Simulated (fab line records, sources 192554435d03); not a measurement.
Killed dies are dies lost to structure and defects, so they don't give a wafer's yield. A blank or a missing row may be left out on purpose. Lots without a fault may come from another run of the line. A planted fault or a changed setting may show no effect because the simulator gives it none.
Split-lot experiment | flow n5_finfet | 7 lots, 21 wafers read, on a route of 1938 steps

THE SPLIT
At N5_BEOL_M13_PEB_26 (peb time 90 s), the setting peb_time_s was moved away from the recipe's 90 s on 7 of the 21 wafers read, by -22.5% to +12.8%. The other wafers ran this setting at the recipe's value.

FROM THE SPLIT TO THE READING: what the file shows between them, 2 steps
- N5_BEOL_M13_DEVELOP_27: develop time 45 s
- N5_BEOL_M13_HARDBAKE_32: time 120 s

THE READING
cd_nm, in nm, at N5_BEOL_M13_CD_MEAS_28 (target cd 209.5 nm). Fault-free wafers of this fab line usually give 209.0 nm, standard deviation 1.5 nm.

wafer  | tool, chamber at the split | peb_time_s as run, s | against the recipe | cd_nm, nm | against lot-mates on the recipe
L074.2 | litho_track-05, 0          | 90                   | recipe             | 209.3     | -
L074.3 | litho_track-05, 0          | 101.5                | +12.8%             | 212.2     | +2.9
L074.4 | litho_track-05, 0          | 90                   | recipe             | 209.3     | -
L085.2 | litho_track-01, 0          | 69.79                | -22.5%             | 201.2     | -7.9
L085.3 | litho_track-01, 0          | 69.79                | -22.5%             | 200.9     | -8.2
L085.4 | litho_track-01, 0          | 90                   | recipe             | 209.1     | -
L088.3 | litho_track-04, 0          | 90                   | recipe             | 209.4     | -
L088.4 | litho_track-04, 0          | 90                   | recipe             | 207.7     | -
L088.5 | litho_track-04, 0          | 90                   | recipe             | 209.5     | -
L086.1 | litho_track-01, 0          | 90                   | recipe             | 206.1     | -
L086.4 | litho_track-01, 0          | 90                   | recipe             | 208.8     | -
L086.6 | litho_track-01, 0          | 90                   | recipe             | 207.7     | -
L092.3 | litho_track-05, 0          | 73.47                | -18.4%             | 202.9     | no lot-mate on the recipe
L092.5 | litho_track-05, 0          | 73.47                | -18.4%             | 206.0     | no lot-mate on the recipe
L092.6 | litho_track-05, 0          | 73.47                | -18.4%             | 205.3     | no lot-mate on the recipe
L091.1 | litho_track-05, 0          | 90                   | recipe             | 209.1     | -
L091.4 | litho_track-05, 0          | 90                   | recipe             | 206.4     | -
L091.5 | litho_track-05, 0          | 90                   | recipe             | 207.4     | -
L095.2 | litho_track-04, 0          | 90                   | recipe             | 212.0     | -
L095.3 | litho_track-04, 0          | 79.43                | -11.7%             | 206.1     | -5.3
L095.5 | litho_track-04, 0          | 90                   | recipe             | 210.9     | -

THE FIT
A straight line over all 21 wafers: cd_nm changes by +0.279 nm for each +1% of peb_time_s; r = +0.87; the points scatter about the line by 1.6 nm.
The same after taking each lot's own level away (the mean of its wafers on the recipe; 18 wafers): +0.346 nm for each +1%; r = +0.96; scatter 0.92 nm.
On that fit, the largest move of peb_time_s shifts the reading by 7.8 nm.
The lots' own levels span 207.53 to 211.45 nm, that is 2.6 times the standard deviation above.
So the lot-to-lot level changes the slope: the two fits differ.
Check: with one of the wafers moved furthest among these (-22.5%) left out of the fit, the line predicts -7.99 nm for it against its lot-mates. It came out at -7.9 nm against them.

OTHER SPLITS ON THESE WAFERS
These wafers also went through other splits before the reading. Each is held against what the fit with the lots' levels taken away leaves over:
other split on the same wafers   | wafers away from the commonest value | r with cd_nm (lot level and that fit taken away)
N5_BEOL_M8_ETCH_62 time_s        | 7                                    | -0.11
N5_BEOL_M9_DESCUM_16 time_s      | 8                                    | -0.23
N5_BEOL_M10_COAT_63 spin_rpm     | 5                                    | -0.12
N5_BEOL_M10_COAT_22 spin_rpm     | 6                                    | +0.29
N5_BEOL_M10_VIA_ETCH_34 bias_w   | 10                                   | -0.12
N5_BEOL_M10_ETCH_41 source_w     | 11                                   | -0.28
N5_BEOL_M12_COAT_04 spin_rpm     | 5                                    | +0.35
N5_BEOL_M12_ETCH_59 h2_flow_sccm | 6                                    | -0.40
N5_BEOL_M12_SPUTTER_43 time_s    | 9                                    | +0.19

THE FILE'S OWN FIT
cd_nm changes by +0.349 nm for each +1% of peb_time_s, r = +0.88.
